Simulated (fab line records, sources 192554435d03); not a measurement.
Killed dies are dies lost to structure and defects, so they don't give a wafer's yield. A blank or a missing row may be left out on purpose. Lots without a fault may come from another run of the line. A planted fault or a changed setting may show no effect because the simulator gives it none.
Which tool did it? | flow n5_finfet | 24 lots, 72 wafers sampled, at 6 steps of a route of 1938

WHAT THE GAUGES READ, wafer by wafer
The record holds no reading of a measuring or inspecting step that can be judged against a usual standard deviation.

WHICH TOOL RAN EACH LOT (tool, then ch and the chambers of the sampled wafers, then the start)
lot  | N5_BEOL_M4_VIA_ETCH_34             | N5_BEOL_M4_TRENCH_ETCH_37                     | N5_BEOL_M4_DEGAS_44          | N5_BEOL_M4_ANNEAL_82         | N5_BEOL_M4_SPUTTER_92        | N5_BEOL_M4_PRE_CLEAN_60
L074 | rie_diel-03 ch 0,2, day 7 12:06    | rie_diel-03 ch 0,2, day 7 12:38 or earlier    | pvd_sputter-03, day 7 12:38  | pvd_sputter-02, day 7 15:13  | pvd_sputter-02, day 7 16:01  | cvd_co-01 ch 0,1, day 7 17:27
L075 | rie_diel-03 ch 1,3, day 8 00:29    | rie_diel-03 ch 1,3, day 8 01:20 or earlier    | pvd_sputter-03, day 8 01:20  | pvd_sputter-03, day 8 02:41  | pvd_sputter-03, day 8 03:29  | cvd_co-02 ch 1,2, day 8 04:46
L076 | rie_diel-04 ch 0,2, day 8 13:31    | rie_diel-04 ch 0,2, day 8 14:12 or earlier    | pvd_sputter-01, day 8 14:12  | pvd_sputter-01, day 8 17:06  | pvd_sputter-01, day 8 17:54  | cvd_co-01 ch 1,2, day 8 19:11
L078 | rie_diel-03 ch 0,1, day 8 13:48    | rie_diel-03 ch 0,1, day 8 14:17 or earlier    | pvd_sputter-01, day 8 14:17  | pvd_sputter-02, day 8 17:35  | pvd_sputter-02, day 8 18:23  | cvd_co-01 ch 0,1,2, day 8 19:40
L077 | rie_diel-04 ch 2,3, day 8 22:00    | rie_diel-04 ch 2,3, day 8 22:59 or earlier    | pvd_sputter-03, day 8 22:59  | pvd_sputter-01, day 9 00:06  | pvd_sputter-01, day 9 00:54  | cvd_co-02 ch 0,2, day 9 02:10
L079 | rie_diel-04 ch 0,2, day 9 07:36    | rie_diel-04 ch 0,2, day 9 08:23 or earlier    | pvd_sputter-03, day 9 08:23  | pvd_sputter-03, day 9 09:45  | pvd_sputter-03, day 9 10:33  | cvd_co-02 ch 0,2, day 9 11:53
L081 | rie_diel-05 ch 0,3, day 9 12:42    | rie_diel-05 ch 0,3, day 9 13:26 or earlier    | pvd_sputter-03, day 9 13:26  | pvd_sputter-02, day 9 14:39  | pvd_sputter-02, day 9 15:27  | cvd_co-02 ch 0,1, day 9 16:43
L080 | rie_diel-03 ch 0,3, day 9 22:49    | rie_diel-03 ch 0,3, day 9 23:33 or earlier    | pvd_sputter-01, day 9 23:33  | pvd_sputter-02, day 10 01:11 | pvd_sputter-02, day 10 01:59 | cvd_co-02 ch 0,1,2, day 10 03:14
L082 | rie_diel-04 ch 0,1, day 9 23:18    | rie_diel-04 ch 0,1, day 10 00:02 or earlier   | pvd_sputter-02, day 10 00:02 | pvd_sputter-01, day 10 02:47 | pvd_sputter-01, day 10 03:35 | cvd_co-01 ch 0,1,2, day 10 04:52
L083 | rie_diel-05 ch 0,2,3, day 10 04:01 | rie_diel-05 ch 0,2,3, day 10 04:41 or earlier | pvd_sputter-01, day 10 04:41 | pvd_sputter-03, day 10 06:04 | pvd_sputter-03, day 10 06:52 | cvd_co-01 ch 0,1, day 10 08:09
L084 | rie_diel-05 ch 0,1,3, day 10 07:07 | rie_diel-05 ch 0,1,3, day 10 07:52 or earlier | pvd_sputter-03, day 10 07:52 | pvd_sputter-01, day 10 09:50 | pvd_sputter-01, day 10 10:38 | cvd_co-02 ch 0,1,2, day 10 12:00
L086 | rie_diel-05 ch 2,3, day 10 15:58   | rie_diel-05 ch 2,3, day 10 16:40 or earlier   | pvd_sputter-01, day 10 16:40 | pvd_sputter-02, day 10 19:43 | pvd_sputter-02, day 10 20:31 | cvd_co-01 ch 0,1, day 10 21:50
L085 | rie_diel-05 ch 0,1,3, day 10 20:39 | rie_diel-05 ch 0,1,3, day 10 21:37 or earlier | pvd_sputter-03, day 10 21:37 | pvd_sputter-01, day 10 23:01 | pvd_sputter-01, day 10 23:49 | cvd_co-01 ch 0,2, day 11 01:05
L087 | rie_diel-03 ch 1,2,3, day 10 21:04 | rie_diel-03 ch 1,2,3, day 10 21:40 or earlier | pvd_sputter-01, day 10 21:40 | pvd_sputter-03, day 11 00:40 | pvd_sputter-03, day 11 01:28 | cvd_co-01 ch 0,2, day 11 02:44
L088 | rie_diel-04 ch 0,1,2, day 11 09:53 | rie_diel-04 ch 0,1,2, day 11 10:23 or earlier | pvd_sputter-02, day 11 10:23 | pvd_sputter-01, day 11 11:40 | pvd_sputter-01, day 11 12:28 | cvd_co-02 ch 0,1, day 11 13:46
L089 | rie_diel-05 ch 0,1,3, day 11 12:50 | rie_diel-05 ch 0,1,3, day 11 13:52 or earlier | pvd_sputter-03, day 11 13:52 | pvd_sputter-03, day 11 15:22 | pvd_sputter-03, day 11 16:10 | cvd_co-01 ch 0,1,2, day 11 17:58
L090 | rie_diel-03 ch 1,2,3, day 11 18:17 | rie_diel-03 ch 1,2,3, day 11 19:29 or earlier | pvd_sputter-03, day 11 19:29 | pvd_sputter-03, day 11 21:11 | pvd_sputter-03, day 11 21:59 | cvd_co-02 ch 1,2, day 11 23:31
L091 | rie_diel-04 ch 0,2, day 12 05:14   | rie_diel-04 ch 0,2, day 12 05:52 or earlier   | pvd_sputter-03, day 12 05:52 | pvd_sputter-02, day 12 07:02 | pvd_sputter-02, day 12 07:50 | cvd_co-02 ch 0,1, day 12 09:46
L092 | rie_diel-04 ch 2,3, day 12 08:28   | rie_diel-04 ch 2,3, day 12 08:58 or earlier   | pvd_sputter-03, day 12 08:58 | pvd_sputter-03, day 12 12:07 | pvd_sputter-03, day 12 12:55 | cvd_co-02 ch 0,1,2, day 12 14:14
L095 | rie_diel-05 ch 0,1,2, day 12 15:59 | rie_diel-05 ch 0,1,2, day 12 16:26 or earlier | pvd_sputter-03, day 12 16:26 | pvd_sputter-01, day 12 17:31 | pvd_sputter-01, day 12 18:19 | cvd_co-01 ch 1,2, day 12 19:35
L093 | rie_diel-05 ch 0,1,2, day 13 02:20 | rie_diel-05 ch 0,1,2, day 13 02:49 or earlier | pvd_sputter-02, day 13 02:49 | pvd_sputter-01, day 13 04:22 | pvd_sputter-01, day 13 05:10 | cvd_co-01 ch 0,1, day 13 06:26
L094 | rie_diel-04 ch 1,2,3, day 13 04:29 | rie_diel-04 ch 1,2,3, day 13 05:38 or earlier | pvd_sputter-02, day 13 05:38 | pvd_sputter-02, day 13 07:07 | pvd_sputter-02, day 13 07:55 | cvd_co-01 ch 0,2, day 13 09:22
L096 | rie_diel-03 ch 0,2,3, day 13 06:40 | rie_diel-03 ch 0,2,3, day 13 08:32 or earlier | pvd_sputter-02, day 13 08:32 | pvd_sputter-03, day 13 09:58 | pvd_sputter-03, day 13 10:46 | cvd_co-01 ch 0,1,2, day 13 12:09
L097 | rie_diel-05 ch 0,1,2, day 13 09:09 | rie_diel-05 ch 0,1,2, day 13 09:46 or earlier | pvd_sputter-01, day 13 09:46 | pvd_sputter-01, day 13 10:51 | pvd_sputter-01, day 13 11:39 | cvd_co-02 ch 0,1,2, day 13 12:55
- N5_BEOL_M4_VIA_ETCH_34: etches the open film in C4F6/O2, target depth 69.4 nm, time 65.9 s.
- N5_BEOL_M4_TRENCH_ETCH_37: etches SiOC in C4F6/O2, target depth 55.555 nm, time 29.2 s.
- N5_BEOL_M4_DEGAS_44: time 60 s.
- N5_BEOL_M4_ANNEAL_82: time 240 s.
- N5_BEOL_M4_SPUTTER_92: material Cu, target thk 4.5 nm, time 8.29 s.
- N5_BEOL_M4_PRE_CLEAN_60: time 15 s.

WHAT THE TOOLS THEMSELVES READ (means of the sampled wafers that have a number; where no wafer has one, the mark that the record gives instead)
N5_BEOL_M4_VIA_ETCH_34. Usual: drypump_motor_current_A 5.7 A, standard deviation 0.4; oes_product_au 0.79 a.u., standard deviation 0.092; rf_vpp_V 666 V, standard deviation 18; showerhead_plenum_p_Torr 2.88 Torr, standard deviation 0.1; throttle_valve_pct 30.7 %, standard deviation 0.35.
lot  | tool        | drypump_motor_current_A (A) | oes_product_au (a.u.) | rf_vpp_V (V) | showerhead_plenum_p_Torr (Torr) | throttle_valve_pct (%) | flag
L074 | rie_diel-03 | 5.5                         | 0.67                  | 671          | 2.83                            | 31.1                   |
L075 | rie_diel-03 | 5.6                         | 0.77                  | 678          | 2.84                            | 30.6                   |
L076 | rie_diel-04 | 5.8                         | 0.69                  | 653          | 2.86                            | 30.8                   |
L078 | rie_diel-03 | 5.7                         | 0.94                  | 675          | 2.83                            | 30.6                   |
L077 | rie_diel-04 | 6.1                         | 0.74                  | 666          | 2.97                            | 30.7                   |
L079 | rie_diel-04 | 5.9                         | 0.69                  | 654          | 2.86                            | 30.8                   |
L081 | rie_diel-05 | 5.7                         | 0.72                  | 668          | 2.79                            | 30.8                   |
L080 | rie_diel-03 | 5.8                         | 0.78                  | 675          | 2.79                            | 30.6                   |
L082 | rie_diel-04 | 5.6                         | 0.86                  | 679          | 2.92                            | 30.8                   |
L083 | rie_diel-05 | 5.7                         | 0.76                  | 664          | 2.83                            | 30.6                   |
L084 | rie_diel-05 | 5.5                         | 0.72                  | 659          | 2.87                            | 31.0                   |
L086 | rie_diel-05 | 5.7                         | 0.79                  | 653          | 2.80                            | 30.3                   |
L085 | rie_diel-05 | 5.5                         | 0.72                  | 659          | 2.87                            | 31.0                   |
L087 | rie_diel-03 | 5.3                         | 0.82                  | 675          | 2.86                            | 30.5                   |
L088 | rie_diel-04 | 5.7                         | 0.84                  | 667          | 2.88                            | 30.8                   |
L089 | rie_diel-05 | 5.5                         | 0.71                  | 659          | 2.87                            | 31.0                   |
L090 | rie_diel-03 | 5.3                         | 0.81                  | 674          | 2.86                            | 30.5                   |
L091 | rie_diel-04 | 5.8                         | 0.83                  | 653          | 2.85                            | 30.8                   |
L092 | rie_diel-04 | 6.2                         | 0.86                  | 672          | 2.99                            | 30.8                   |
L095 | rie_diel-05 | 5.6                         | 0.74                  | 655          | 2.91                            | 30.8                   |
L093 | rie_diel-05 | 5.6                         | 0.74                  | 656          | 2.91                            | 30.8                   |
L094 | rie_diel-04 | 6.0                         | 0.86                  | 677          | 2.98                            | 30.8                   |
L096 | rie_diel-03 | 5.5                         | 0.81                  | 672          | 2.81                            | 30.5                   |
L097 | rie_diel-05 | 5.6                         | 0.74                  | 656          | 2.91                            | 30.8                   |

N5_BEOL_M4_TRENCH_ETCH_37. Usual: drypump_motor_current_A 5.7 A, standard deviation 0.4; oes_product_au 0.79 a.u., standard deviation 0.093; rf_vpp_V 666 V, standard deviation 18; showerhead_plenum_p_Torr 2.88 Torr, standard deviation 0.1; throttle_valve_pct 20.90 %, standard deviation 0.3.
lot  | tool        | drypump_motor_current_A (A) | oes_product_au (a.u.) | rf_vpp_V (V) | showerhead_plenum_p_Torr (Torr) | throttle_valve_pct (%) | flag
L074 | rie_diel-03 | 5.5                         | 0.67                  | 671          | 2.83                            | 21.15                  |
L075 | rie_diel-03 | 5.6                         | 0.77                  | 677          | 2.84                            | 20.83                  |
L076 | rie_diel-04 | 5.9                         | 0.69                  | 653          | 2.87                            | 21.04                  |
L078 | rie_diel-03 | 5.7                         | 0.94                  | 678          | 2.83                            | 20.78                  |
L077 | rie_diel-04 | 6.1                         | 0.74                  | 665          | 2.97                            | 20.91                  |
L079 | rie_diel-04 | 5.8                         | 0.68                  | 652          | 2.86                            | 21.05                  |
L081 | rie_diel-05 | 5.7                         | 0.72                  | 667          | 2.79                            | 21.01                  |
L080 | rie_diel-03 | 5.8                         | 0.78                  | 673          | 2.79                            | 20.93                  |
L082 | rie_diel-04 | 5.6                         | 0.86                  | 678          | 2.92                            | 20.89                  |
L083 | rie_diel-05 | 5.7                         | 0.75                  | 664          | 2.84                            | 20.88                  |
L084 | rie_diel-05 | 5.5                         | 0.73                  | 660          | 2.88                            | 21.15                  |
L086 | rie_diel-05 | 5.7                         | 0.79                  | 653          | 2.81                            | 20.58                  |
L085 | rie_diel-05 | 5.5                         | 0.72                  | 659          | 2.88                            | 21.15                  |
L087 | rie_diel-03 | 5.3                         | 0.83                  | 676          | 2.87                            | 20.68                  |
L088 | rie_diel-04 | 5.7                         | 0.84                  | 666          | 2.89                            | 20.90                  |
L089 | rie_diel-05 | 5.5                         | 0.71                  | 659          | 2.87                            | 21.15                  |
L090 | rie_diel-03 | 5.3                         | 0.81                  | 675          | 2.87                            | 20.69                  |
L091 | rie_diel-04 | 5.8                         | 0.83                  | 653          | 2.85                            | 20.89                  |
L092 | rie_diel-04 | 6.2                         | 0.86                  | 673          | 2.99                            | 20.85                  |
L095 | rie_diel-05 | 5.6                         | 0.74                  | 655          | 2.92                            | 21.01                  |
L093 | rie_diel-05 | 5.6                         | 0.74                  | 655          | 2.92                            | 21.01                  |
L094 | rie_diel-04 | 6.0                         | 0.86                  | 679          | 2.99                            | 20.79                  |
L096 | rie_diel-03 | 5.5                         | 0.81                  | 672          | 2.82                            | 20.78                  |
L097 | rie_diel-05 | 5.6                         | 0.74                  | 656          | 2.92                            | 21.02                  |

N5_BEOL_M4_DEGAS_44. Usual: heater_power_w 324 W, standard deviation 22.
lot  | tool           | heater_power_w (W) | flag
L074 | pvd_sputter-03 | 325                |
L075 | pvd_sputter-03 | 309                |
L076 | pvd_sputter-01 | 338                |
L078 | pvd_sputter-01 | 354                |
L077 | pvd_sputter-03 | 317                |
L079 | pvd_sputter-03 | 311                |
L081 | pvd_sputter-03 | 316                |
L080 | pvd_sputter-01 | 375                |
L082 | pvd_sputter-02 | 327                |
L083 | pvd_sputter-01 | 350                |
L084 | pvd_sputter-03 | 322                |
L086 | pvd_sputter-01 | 325                |
L085 | pvd_sputter-03 | 316                |
L087 | pvd_sputter-01 | 336                |
L088 | pvd_sputter-02 | 328                |
L089 | pvd_sputter-03 | 321                |
L090 | pvd_sputter-03 | 322                |
L091 | pvd_sputter-03 | 315                |
L092 | pvd_sputter-03 | 316                |
L095 | pvd_sputter-03 | 317                |
L093 | pvd_sputter-02 | 323                |
L094 | pvd_sputter-02 | 330                |
L096 | pvd_sputter-02 | 322                |
L097 | pvd_sputter-01 | 322                |

N5_BEOL_M4_ANNEAL_82. Usual: heater_power_w 816 W, standard deviation 57.
lot  | tool           | heater_power_w (W) | flag
L074 | pvd_sputter-02 | 815                |
L075 | pvd_sputter-03 | 738                |
L076 | pvd_sputter-01 | 842                |
L078 | pvd_sputter-02 | 817                |
L077 | pvd_sputter-01 | 848                |
L079 | pvd_sputter-03 | 793                |
L081 | pvd_sputter-02 | 817                |
L080 | pvd_sputter-02 | 793                |
L082 | pvd_sputter-01 | 867                |
L083 | pvd_sputter-03 | 792                |
L084 | pvd_sputter-01 | 858                |
L086 | pvd_sputter-02 | 831                |
L085 | pvd_sputter-01 | 833                |
L087 | pvd_sputter-03 | 793                |
L088 | pvd_sputter-01 | 864                |
L089 | pvd_sputter-03 | 788                |
L090 | pvd_sputter-03 | 837                |
L091 | pvd_sputter-02 | 821                |
L092 | pvd_sputter-03 | 804                |
L095 | pvd_sputter-01 | 804                |
L093 | pvd_sputter-01 | 794                |
L094 | pvd_sputter-02 | 820                |
L096 | pvd_sputter-03 | 779                |
L097 | pvd_sputter-01 | 862                |

N5_BEOL_M4_SPUTTER_92. Usual: chuck_gas_flow_sccm 1.27 sccm, standard deviation 0.058; throttle_valve_pct 30.2 %, standard deviation 0.95.
lot  | tool           | chuck_gas_flow_sccm (sccm) | throttle_valve_pct (%) | flag
L074 | pvd_sputter-02 | 1.28                       | 30.5                   |
L075 | pvd_sputter-03 | 1.25                       | 30.4                   |
L076 | pvd_sputter-01 | 1.27                       | 28.8                   |
L078 | pvd_sputter-02 | 1.34                       | 30.6                   |
L077 | pvd_sputter-01 | 1.31                       | 29.6                   |
L079 | pvd_sputter-03 | 1.25                       | 30.4                   |
L081 | pvd_sputter-02 | 1.29                       | 30.2                   |
L080 | pvd_sputter-02 | 1.23                       | 30.3                   |
L082 | pvd_sputter-01 | 1.26                       | 29.6                   |
L083 | pvd_sputter-03 | 1.26                       | 30.4                   |
L084 | pvd_sputter-01 | 1.29                       | 29.4                   |
L086 | pvd_sputter-02 | 1.28                       | 30.3                   |
L085 | pvd_sputter-01 | 1.25                       | 29.3                   |
L087 | pvd_sputter-03 | 1.23                       | 30.4                   |
L088 | pvd_sputter-01 | 1.28                       | 30.2                   |
L089 | pvd_sputter-03 | 1.28                       | 30.4                   |
L090 | pvd_sputter-03 | 1.35                       | 30.3                   |
L091 | pvd_sputter-02 | 1.28                       | 30.6                   |
L092 | pvd_sputter-03 | 1.26                       | 30.5                   |
L095 | pvd_sputter-01 | 1.29                       | 30.7                   |
L093 | pvd_sputter-01 | 1.26                       | 30.6                   |
L094 | pvd_sputter-02 | 1.23                       | 30.2                   |
L096 | pvd_sputter-03 | 1.20                       | 30.4                   |
L097 | pvd_sputter-01 | 1.24                       | 29.6                   |

N5_BEOL_M4_PRE_CLEAN_60. Usual: heater_power_outer_w 21 W, standard deviation 15; heater_power_w 82 W, standard deviation 25.
lot  | tool      | heater_power_outer_w (W) | heater_power_w (W) | flag
L074 | cvd_co-01 | 13                       | 79                 |
L075 | cvd_co-02 | 33                       | 99                 |
L076 | cvd_co-01 | 13                       | 79                 |
L078 | cvd_co-01 | 17                       | 84                 |
L077 | cvd_co-02 | 15                       | 58                 |
L079 | cvd_co-02 | 15                       | 58                 |
L081 | cvd_co-02 | 19                       | 78                 |
L080 | cvd_co-02 | 24                       | 80                 |
L082 | cvd_co-01 | 18                       | 85                 |
L083 | cvd_co-01 | 13                       | 79                 |
L084 | cvd_co-02 | 24                       | 78                 |
L086 | cvd_co-01 | 13                       | 79                 |
L085 | cvd_co-01 | 28                       | 98                 |
L087 | cvd_co-01 | 28                       | 97                 |
L088 | cvd_co-02 | 19                       | 77                 |
L089 | cvd_co-01 | 18                       | 86                 |
L090 | cvd_co-02 | 38                       | 104                |
L091 | cvd_co-02 | 10                       | 57                 |
L092 | cvd_co-02 | 25                       | 78                 |
L095 | cvd_co-01 | 13                       | 81                 |
L093 | cvd_co-01 | 13                       | 79                 |
L094 | cvd_co-01 | 23                       | 91                 |
L096 | cvd_co-01 | 18                       | 86                 |
L097 | cvd_co-02 | 25                       | 79                 |

THE ANSWER, worked out from the rows above alone
Rule: a lot is off if the mean of its wafers that have a number lies more than 3 standard deviations from the usual mean. A lot without any number at a reading at which 4 lots or more have one is off too. The other lots that the step has rows for count as sound. The gauges are gone through in route order, then the tools' own readings, and for those a lot's mean is taken as printed above. The first step at which some lot is off is used, and at that step the reading that is off furthest; a lot without a number counts as furthest.
No lot is off at any reading shown: from this, nothing can be told.

WHAT THE SIMULATOR HAD PUT IN
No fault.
